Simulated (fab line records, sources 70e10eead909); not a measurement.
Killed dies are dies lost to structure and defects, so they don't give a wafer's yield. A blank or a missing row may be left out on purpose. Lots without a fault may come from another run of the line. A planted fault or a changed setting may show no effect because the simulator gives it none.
Chamber matching | flow nand_harc | NHARC_P_M2_CMP_23 on cmp-03: 4 sister chambers
The step polishes, t overpolish 20 s, target thk 144.3 nm. 18 wafers are shown with their chamber, then 9 later ones without.

WAFERS WITH THEIR CHAMBER
wafer  | chamber | motor_current_A (A) | time_to_endpoint_s (s)
L079.2 | 2       | 11.3                | 29.7
L079.3 | 1       | 11.8                | 26.4
L079.4 | 0       | 13.0                | 27.6
L080.1 | 0       | 13.4                | 26.5
L080.2 | 3       | 11.9                | 26.9
L080.6 | 3       | 12.4                | 27.4
L082.2 | 2       | 11.2                | 29.6
L082.3 | 3       | 12.3                | 28.0
L082.5 | 3       | 12.0                | 27.9
L083.2 | 0       | 13.0                | 26.9
L083.3 | 1       | 11.7                | 29.9
L083.4 | 2       | 11.5                | 30.7
L085.2 | 1       | 11.8                | 28.4
L085.3 | 3       | 12.4                | 28.4
L085.5 | 0       | 13.1                | 28.2
L086.3 | 2       | 10.7                | 29.0
L086.5 | 1       | 12.4                | 28.3
L086.6 | 2       | 11.5                | 27.9

SIGNATURES (means of the wafers above)
reading            | chamber 0 | chamber 1 | chamber 2 | chamber 3 | scatter within a chamber
motor_current_A    | 13.125    | 11.925    | 11.240    | 12.200    | 0.276
time_to_endpoint_s | 27.300    | 28.250    | 29.380    | 27.720    | 0.98
Rule: a wafer's distance from a chamber is the root of the sum, over the readings, of the square of ((its reading less the chamber's mean) divided by the reading's scatter). The wafer belongs to the nearest chamber; if the next one is less than 2 further off, it can't be placed. The scatter: the root of (the sum of the squares of (reading less its chamber's mean) over the shown wafers, divided by (wafers less chambers)).

WAFERS WITHOUT THEIR CHAMBER
wafer  | motor_current_A (A) | time_to_endpoint_s (s)
L089.1 | 12.7                | 33.2
L089.2 | 12.4                | 30.1
L089.3 | 12.0                | 30.3
L092.1 | 11.1                | 26.1
L092.2 | 10.6                | 25.7
L092.4 | 13.3                | 27.4
L093.3 | 11.5                | 30.8
L093.5 | 12.2                | 33.1
L093.6 | 12.8                | 30.0

WHICH CHAMBER EACH WENT THROUGH
wafer  | from the rows above               | in truth
L089.1 | can't be placed: 1 or 3 or 0 or 2 | 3
L089.2 | can't be placed: 3 or 1 or 0 or 2 | 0
L089.3 | can't be placed: 1 or 3 or 2      | 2
L092.1 | can't be placed: 2 or 1 or 3      | 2
L092.2 | can't be placed: 2 or 1 or 3      | 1
L092.4 | 0                                 | 0
L093.3 | can't be placed: 2 or 1           | 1
L093.5 | can't be placed: 1 or 2 or 3 or 0 | 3
L093.6 | can't be placed: 0 or 3 or 1      | 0
Placed correctly: 1 of 9. Can't be placed from these rows: 8 (the true chamber is among the candidates in 8). Placed wrongly: 0.
